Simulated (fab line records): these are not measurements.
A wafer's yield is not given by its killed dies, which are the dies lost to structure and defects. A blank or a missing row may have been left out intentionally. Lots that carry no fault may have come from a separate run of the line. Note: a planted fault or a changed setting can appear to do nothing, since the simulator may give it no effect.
Struck lot and sound lot, side by side    flow nand-harc    38 out of 1159 route steps
Sound: the wafers L561.2, L561.3, L561.4. Struck: wafers L569.2, L569.4, L569.6. The cause is given at the end.
For every step that has rows: the tool of each side, followed by ch and its chambers, followed by its first start. Under that, the readings that differ: sound wafers    struck wafers    difference of the means    sigmas: that difference in standard deviations of wafers without a fault.
alike: readings with means less than 2 such deviations apart, plus words and numbers identical on both sides. not compared: withheld readings, readings lacking a value on some wafer, bounds such as >300 that could conceal the same value, and numbers that have no deviation in the record and whose values overlap.
Wherever a step has rows on one side only, a row that says differs or no value, or a row with sigmas, the two part there. Numbers that have no deviation but don't overlap get no sigmas and don't part them. A reading missing from all wafers of one side parts the sides only when that side holds two or more wafers.

first, 8 steps without rows for these wafers: NHARC_A_STAIRCASE_HMDS_434 (time 30 s); NHARC_A_STAIRCASE_COAT_435; NHARC_A_STAIRCASE_SOFTBAKE_436 (time 170 s); NHARC_A_STAIRCASE_EBR_437; NHARC_A_STAIRCASE_EXPOSE_438 (exposes mask STAIR REV); NHARC_A_STAIRCASE_PEB_439 (peb time 130 s); NHARC_A_STAIRCASE_DEVELOP_440 (time 140 s); NHARC_A_STAIRCASE_HARDBAKE_442 (time 140 s).
NHARC_A_STAIRCASE_DESCUM_443: chemistry O2, time 3 s.
  sound on rie-diel-01 ch 0,1,3, day 13 10:01; struck on rie-diel-01 ch 1,2,3, day 15 15:16
  alike: drypump-motor-current-A, oes-product-au, rf-vpp-V, showerhead-plenum-p-Torr, throttle-valve-pct
  not compared: rf-hours-counter-h
then, 1 step without rows for these wafers: NHARC_A_STAIRCASE_ETCH_444 (etches the open film in C4F8/O2, target depth 10200 nm, time 3400 s).
NHARC_A_STAIRCASE_STRIP_446: strips in O2.
  sound on plasma-asher-02 ch 0,1, day 13 12:36; struck on plasma-asher-02 ch 1, day 15 17:43
  alike: drypump-motor-current-A, heater-power-w
  not compared: rf-hours-counter-h
then, 3 steps without rows for these wafers: NHARC_A_STAIRCASE_STRIP_447 (strips in SPM, time 900 s); NHARC_A_STAIRCASE_PRECLEAN_448 (cleans in SC1); NHARC_A_STAIRCASE_SRD_449.
NHARC_A_STAIRCASE_CMP_450: polishes SiO2, target thk 200 nm.
  sound on cmp-02 ch 0,1,2, day 13 13:22; struck on cmp-03 ch 1,2,3, day 15 18:33
  alike: motor-current-A, retaining-ring-pressure-frac
NHARC_A_STAIRCASE_CMP_152: polishes.
  sound on cmp-02 ch 0,1,2, day 13 13:26; struck on cmp-03 ch 1,2,3, day 15 18:37
  alike: motor-current-A, retaining-ring-pressure-frac
then, 4 steps without rows for these wafers: NHARC_A_STAIRCASE_SRD_154; NHARC_A_STAIRCASE_ETCH_403 (etches SiO2 in dHF, target depth 108.2 nm); NHARC_A_STAIRCASE_ETCHBACK_422 (etches the open film in CH3F/O2, target depth 40 nm, time 74.286 s); NHARC_A_STAIRCASE_ETCH_423 (etches SiO2 in dHF, target depth 30 nm).
NHARC_A_STAIRCASE_ETCHBACK_157: etches the open film in CH3F/O2, target depth 90 nm, time 167.14 s.
  sound on rie-diel-02 ch 0,1,2, day 13 14:16; struck on rie-diel-01 ch 0,2, day 15 19:30
reading                sound           struck          difference  sigmas
oes-product-au (a.u.)  0.92 0.91 0.93  1.00 1.01 1.00  +0.08       +2
  alike: drypump-motor-current-A, rf-vpp-V, showerhead-plenum-p-Torr, throttle-valve-pct
  not compared: rf-hours-counter-h
then, 1 step without rows for these wafers: NHARC_A_STAIRCASE_STRIP_475 (strips in O2, time 20 s).
NHARC_A_STAIRCASE_DEP_471: deposits SiO2, target thk 100 nm.
  sound on pecvd-04 ch 0,2, day 13 14:43; struck on pecvd-04 ch 1,2, day 15 19:51
  alike: heater-power-w, throttle-valve-pct
then, 13 steps without rows for these wafers: NHARC_A_STAIRCASE_CMP_472 (polishes SiO2); NHARC_A_STAIRCASE_SRD_474; NHARC_A_SGD_CUT_DEP_00 (deposits SiNx, target thk 50 nm); NHARC_A_SGD_CUT_DEHYDRATE_01 (time 120 s); NHARC_A_SGD_CUT_HMDS_02 (time 30 s); NHARC_A_SGD_CUT_COAT_56 (time 75 s); NHARC_A_SGD_CUT_COAT_57 (time 65 s); NHARC_A_SGD_CUT_COAT_03 (resist thk 90 nm); NHARC_A_SGD_CUT_SOFTBAKE_04 (time 55 s); NHARC_A_SGD_CUT_EBR_05; NHARC_A_SGD_CUT_EXPOSE_06 (exposes mask SGD); NHARC_A_SGD_CUT_PEB_07 (peb time 65 s); NHARC_A_SGD_CUT_DEVELOP_08 (develop time 35 s).
NHARC_A_SGD_CUT_CD_MEAS_09 targets a cd of 100 nm.
  sound on cd-sem-01 ch 0, day 13 16:08; struck on cd-sem-01 ch 0, day 15 21:12
  alike: cd-nm
-- jump in the record: it breaks off in module A_SGD_CUT and resumes in module END (first step shown: number 1159 of the route), and 6 days separate the struck wafers' starts before and after --
NHARC_END_SORT_01:
  here the record holds rows for the struck wafers (prober-02 ch 0, day 21 17:53) but none for the sound ones

== WHERE THEY PART ==
Earliest at NHARC_A_STAIRCASE_ETCHBACK_157; latest, in this record, at NHARC_END_SORT_01.

WHY: the cause the simulator had injected
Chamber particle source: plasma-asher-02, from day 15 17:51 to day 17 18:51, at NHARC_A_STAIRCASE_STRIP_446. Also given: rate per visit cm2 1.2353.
